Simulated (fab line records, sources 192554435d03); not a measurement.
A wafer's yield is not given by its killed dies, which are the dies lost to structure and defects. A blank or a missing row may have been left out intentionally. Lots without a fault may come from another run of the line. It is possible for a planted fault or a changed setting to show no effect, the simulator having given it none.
Split-lot trial    flow n5-finfet    39 wafers read from 7 lots, route of 1938 steps

== THE SPLIT ITSELF ==
At N5_BEOL_M13_SPUTTER_43 (material TaN, target thk 15 nm, time 24.19 s), the setting time-s was moved away from the recipe's 24.19 s on 15 of the 39 wafers read, by -40.0% to +52.2%. This setting was run at the recipe's value on the other wafers.

== FROM THE SPLIT TO THE READING: what the file shows between them, 4 steps ==
- N5_BEOL_M13_SPUTTER_44: material Ta, target thk 10 nm, time 16.13 s
- N5_BEOL_M13_SPUTTER_45: material Cu, target thk 80 nm, time 13.33 s
- N5_BEOL_M13_ECD_47: material Cu, target thk 936 nm
- N5_BEOL_M13_ANNEAL_48: time 90 s

== THE READING ==
barrier-field-endpoint-s, in s, at N5_BEOL_M13_CMP_49 (polishes, stops on SiOC, t overpolish 17.1 s, target thk 420 nm). A value of 30.1 s with a standard deviation of 0.8 s is what fault-free wafers of this fab line usually give.

wafer   tool, chamber at the split  time-s as run, s  against the recipe  barrier-field-endpoint-s, s  against lot-mates on the recipe
L074.1  pvd-sputter-03, -           24.19             recipe              29.9                         -
L074.3  pvd-sputter-03, -           15.09             -37.6%              22.8                         -6.4
L074.4  pvd-sputter-03, -           15.09             -37.6%              22.1                         -7.1
L074.2  pvd-sputter-03, -           24.19             recipe              28.9                         -
L074.6  pvd-sputter-03, -           15.09             -37.6%              23.4                         -5.8
L074.5  pvd-sputter-03, -           24.19             recipe              28.8                         -
L076.1  pvd-sputter-02, -           24.19             recipe              29.7                         -
L076.4  pvd-sputter-02, -           24.19             recipe              30.6                         -
L076.2  pvd-sputter-02, -           14.58             -39.7%              22.7                         -7.3
L076.3  pvd-sputter-02, -           14.58             -39.7%              23.4                         -6.6
L076.6  pvd-sputter-02, -           24.19             recipe              29.7                         -
L076.5  pvd-sputter-02, -           14.58             -39.7%              23.4                         -6.6
L080.3  pvd-sputter-01, -           24.19             recipe              31.2                         -
L080.4  pvd-sputter-01, -           24.19             recipe              31.9                         -
L080.2  pvd-sputter-01, -           24.19             recipe              31.1                         -
L080.1  pvd-sputter-01, -           24.19             recipe              30.2                         -
L080.6  pvd-sputter-01, -           24.19             recipe              30.4                         -
L080.5  pvd-sputter-01, -           24.19             recipe              31.1                         -
L087.2  pvd-sputter-01, -           24.19             recipe              30.6                         -
L087.3  pvd-sputter-01, -           36.17             +49.5%              40.2                         +9.5
L087.1  pvd-sputter-01, -           36.17             +49.5%              39.0                         +8.3
L087.4  pvd-sputter-01, -           24.19             recipe              31.0                         -
L087.6  pvd-sputter-01, -           24.19             recipe              30.5                         -
L087.5  pvd-sputter-01, -           36.17             +49.5%              40.9                         +10.2
L090.4  pvd-sputter-01, -           24.19             recipe              29.6                         -
L090.2  pvd-sputter-01, -           24.19             recipe              29.3                         -
L090.5  pvd-sputter-01, -           24.19             recipe              29.1                         -
L094.1  pvd-sputter-03, -           14.52             -40.0%              23.5                         -5.9
L094.2  pvd-sputter-03, -           24.19             recipe              29.7                         -
L094.4  pvd-sputter-03, -           24.19             recipe              28.6                         -
L094.3  pvd-sputter-03, -           14.52             -40.0%              22.3                         -7.1
L094.6  pvd-sputter-03, -           14.52             -40.0%              23.7                         -5.7
L094.5  pvd-sputter-03, -           24.19             recipe              30.0                         -
L096.4  pvd-sputter-02, -           24.19             recipe              29.7                         -
L096.1  pvd-sputter-02, -           24.19             recipe              30.3                         -
L096.3  pvd-sputter-02, -           24.19             recipe              30.6                         -
L096.2  pvd-sputter-02, -           36.81             +52.2%              39.7                         +9.5
L096.5  pvd-sputter-02, -           36.81             +52.2%              37.7                         +7.5
L096.6  pvd-sputter-02, -           36.81             +52.2%              39.3                         +9.1

FIT RESULTS
A straight line over all 39 wafers: barrier-field-endpoint-s changes by +0.182 s for each +1% of time-s; r = +0.99; the points scatter about the line by 0.87 s.
The same after taking each lot's own level away (the mean of its wafers on the recipe; 39 wafers): +0.172 s for each +1%; r = +0.99; scatter 0.62 s.
The reading moves by 9 s for the largest change in time-s, on that fit.
Across the lots, their own levels run from 29.20 to 30.98 s, a range of 2.2 times the standard deviation given above.
Consequently the slope shifts little with the lot-to-lot level, the two slopes agreeing.
Check: for one of the wafers moved furthest among these (+52.2%), held out of the fit, the line's prediction against its lot-mates is +9.01 s. Against them it came out at +9.5 s.

== THE OTHER SPLITS THESE WAFERS WENT THROUGH ==
Before the reading, these wafers also passed through other splits. Each is held against what the fit with the lots' levels taken away leaves over:
other split on the same wafers             wafers away from the commonest value  r with barrier-field-endpoint-s (lot level and that fit taken away)
N5_BEOL_M11_TRENCH_ETCH_37 target-depth-a  15                                    -0.08

== THE WHOLE CHAIN: every reading that the file lists as answering this split, in the file's order ==
step                    what it does                                                     reading                                                                             change (the file's fit)                r (the file's)
N5_BEOL_M13_SPUTTER_43  material TaN, target thk 15 nm, time 24.19 s                     TaN_of_BEOL_M13_SPUTTER_43.thk-nm (the simulator's own value, which no gauge read)  +0.149 nm for each +1% of the setting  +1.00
N5_BEOL_M13_CMP_49      polishes, stops on SiOC, t overpolish 17.1 s, target thk 420 nm  barrier-field-endpoint-s                                                            +0.172 s for each +1% of the setting   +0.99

== FILE'S OWN FIT ==
barrier-field-endpoint-s changes by +0.172 s for each +1% of time-s, r = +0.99.
